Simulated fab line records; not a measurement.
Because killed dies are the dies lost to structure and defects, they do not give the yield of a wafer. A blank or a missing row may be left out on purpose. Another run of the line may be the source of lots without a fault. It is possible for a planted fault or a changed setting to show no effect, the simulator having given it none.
Chamber matching	flow nand-harc	NHARC_P_ZERO_WELL_ETCH_63 on rie-si-06: 4 sister chambers
The step etches the open film in HBr/Cl2, target depth 120 nm, time 40.1 s. 18 wafers are shown with their chamber, then 9 later ones without.

WAFERS, EACH WITH ITS CHAMBER
wafer	chamber	drypump-motor-current-A (A)	oes-product-au (a.u.)	bias-w (W)
L074.2	3	6.4	0.983	100.13
L074.3	2	5.6	0.984	99.61
L074.6	1	5.9	1.006	99.79
L075.1	1	5.9	0.995	99.76
L075.3	3	6.4	0.975	99.68
L075.6	3	6.4	0.979	99.87
L076.1	1	5.9	1.001	100.03
L076.2	0	6.1	0.995	100.05
L076.4	3	6.5	0.966	100.12
L076.3	2	5.6	0.982	99.75
L076.5	1	5.9	0.996	100.36
L076.6	2	5.6	0.995	100.06
L077.1	2	5.6	0.984	99.60
L077.3	3	6.4	0.978	99.96
L077.5	2	5.6	0.992	99.81
L078.1	2	5.6	0.981	99.96
L078.2	1	5.9	1.014	100.17
L078.5	1	5.9	0.995	99.83

SIGNATURES, as means of the wafers listed above
reading	chamber 0	chamber 1	chamber 2	chamber 3	scatter within a chamber
drypump-motor-current-A	6.100	5.900	5.600	6.420	0.0239
oes-product-au	0.99500	1.00117	0.98633	0.97620	0.00665
bias-w	100.0500	99.9900	99.7983	99.9520	0.207
Rule: a wafer lies at a distance from a chamber equal to the root of the sum of squares, over the readings, of (its reading less the chamber's mean, divided by the reading's scatter). The wafer belongs to the nearest chamber; if the next one is less than 2 further off, it can't be placed. How the scatter is found: for the shown wafers, subtract from each reading the mean of its chamber, square and add these, divide the total by (wafers less chambers), then take the root.

WAFERS WITH NO CHAMBER GIVEN
wafer	drypump-motor-current-A (A)	oes-product-au (a.u.)	bias-w (W)
L080.1	6.1	1.002	100.02
L080.3	6.5	1.005	100.22
L080.5	5.6	0.992	100.15
L084.2	6.1	0.988	99.78
L084.4	6.5	1.003	100.48
L084.5	5.9	0.997	100.50
L087.1	6.4	1.001	100.02
L087.5	5.6	0.983	99.52
L087.6	6.4	1.003	100.21

CHAMBER TAKEN BY EACH
wafer	from the rows above	in truth
L080.1	0	0
L080.3	3	3
L080.5	2	2
L084.2	0	0
L084.4	3	3
L084.5	1	1
L087.1	3	3
L087.5	2	2
L087.6	3	3
9 of 9 placed correctly. Number that these rows cannot place: 0. Wrongly placed: 0.
